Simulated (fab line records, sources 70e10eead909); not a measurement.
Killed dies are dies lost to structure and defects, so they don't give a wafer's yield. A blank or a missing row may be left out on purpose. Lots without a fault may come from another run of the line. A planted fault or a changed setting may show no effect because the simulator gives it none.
A struck lot beside a sound one | flow nand_harc | 14 steps out of a route of 1159
Sound: wafers L509.1, L509.2, L509.3. Struck: wafers L519.3, L519.5, L519.6. The cause comes at the end.
At each step with rows: each side's tool, then ch and its chambers, then its first start. Under that, the readings that differ: sound wafers | struck wafers | difference of the means | sigmas: that difference in standard deviations of wafers without a fault.
alike: readings whose means differ by less than 2 such deviations, and words and numbers that are the same on both sides. not compared: withheld readings, readings that some wafer has no value for, bounds like >300 that may hide the same value, and numbers for which the record gives no deviation and whose values overlap.
The two part at a step that has a row with sigmas, a row that says differs or no value, or rows on one side only. Numbers that don't overlap but have no deviation are shown without sigmas and don't part them. A reading that every wafer of one side lacks parts them only if that side has two wafers or more.

NHARC_A_WL_FILL_CVD_03: deposits W, target thk 40 nm, time 3302 s.
  sound on cvd_w-01 ch 0,1, day 14 13:51; struck on cvd_w-01 ch 0,1, day 18 01:41
  alike: chamber_pressure_Torr, heater_power_outer_w, heater_power_w, throttle_valve_pct
then, 1 step without rows for these wafers: NHARC_A_WL_FILL_ETCHBACK_04 (etches the open film in NF3, target depth 60 nm, time 120 s).
NHARC_A_WL_FILL_ETCHBACK_05: etches the open film in Cl2/BCl3, target depth 22 nm, time 60 s.
  sound on rie_metal-03 ch 0,1, day 14 17:24; struck on rie_metal-03 ch 0,1, day 18 04:19
  alike: drypump_motor_current_A, oes_product_au, run_length_s
  not compared: rf_hours_counter_h
NHARC_A_WL_FILL_STRIP_27: strips in N2/H2, time 20 s.
  sound on plasma_asher-01 ch 0,1, day 14 17:32; struck on plasma_asher-02 ch 0,1, day 18 04:30
  alike: drypump_motor_current_A, heater_power_w
  not compared: rf_hours_counter_h
then, 5 steps without rows for these wafers: NHARC_A_WL_FILL_STRIP_28 (strips in post etch residue remover, time 1200 s); NHARC_A_WL_FILL_PRECLEAN_06 (cleans in DIW, time 300 s); NHARC_A_WL_FILL_SRD_07; NHARC_A_WL_FILL_ANNEAL_08 (time 1800 s); NHARC_A_WL_FILL_ALD_10 (deposits SiO2, target thk 50 nm, pulse time 10 s, ald cycles 500).
NHARC_A_WL_FILL_ETCHBACK_16: etches the open film in C4F8/O2/Ar, target depth 88 nm, time 17.6 s.
  sound on rie_diel-13 ch 1,2,3; struck on rie_diel-03 ch 0,1,3
  alike: bias_w, oes_product_au, rf_fwd_power_W, rf_vpp_V, run_length_s
  not compared: rf_hours_counter_h
NHARC_A_WL_FILL_STRIP_29: strips in O2, time 20 s.
  sound on rie_diel-13 ch 0,1,2, day 15 01:46; struck on rie_diel-03 ch 0,1, day 18 14:35
  alike: drypump_motor_current_A, oes_product_au, rf_vpp_V, showerhead_plenum_p_Torr, throttle_valve_pct
  not compared: rf_hours_counter_h
NHARC_A_WL_FILL_ETCHBACK_17: etches the open film in Cl2/BCl3, target depth 4 nm, time 26.7 s.
  sound on rie_metal-02 ch 0,1, day 15 01:51; struck on rie_metal-02 ch 0,1, day 18 14:43
  reading          | sound          | struck         | difference | sigmas
  run_length_s (s) | 48.6 48.7 47.9 | 38.8 38.2 38.7 | -9.8       | -25
  alike: drypump_motor_current_A, oes_product_au
  not compared: rf_hours_counter_h
then, 2 steps without rows for these wafers: NHARC_A_WL_FILL_PRECLEAN_18 (cleans in dHF, time 30 s); NHARC_END_SORT_01.

WHERE THEY PART
Only at NHARC_A_WL_FILL_ETCHBACK_17, within this record.

WHY: what the simulator had put in
Process parameter drift: rie_metal-02, from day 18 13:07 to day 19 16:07, at NHARC_A_WL_FILL_ETCHBACK_17. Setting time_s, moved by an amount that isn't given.
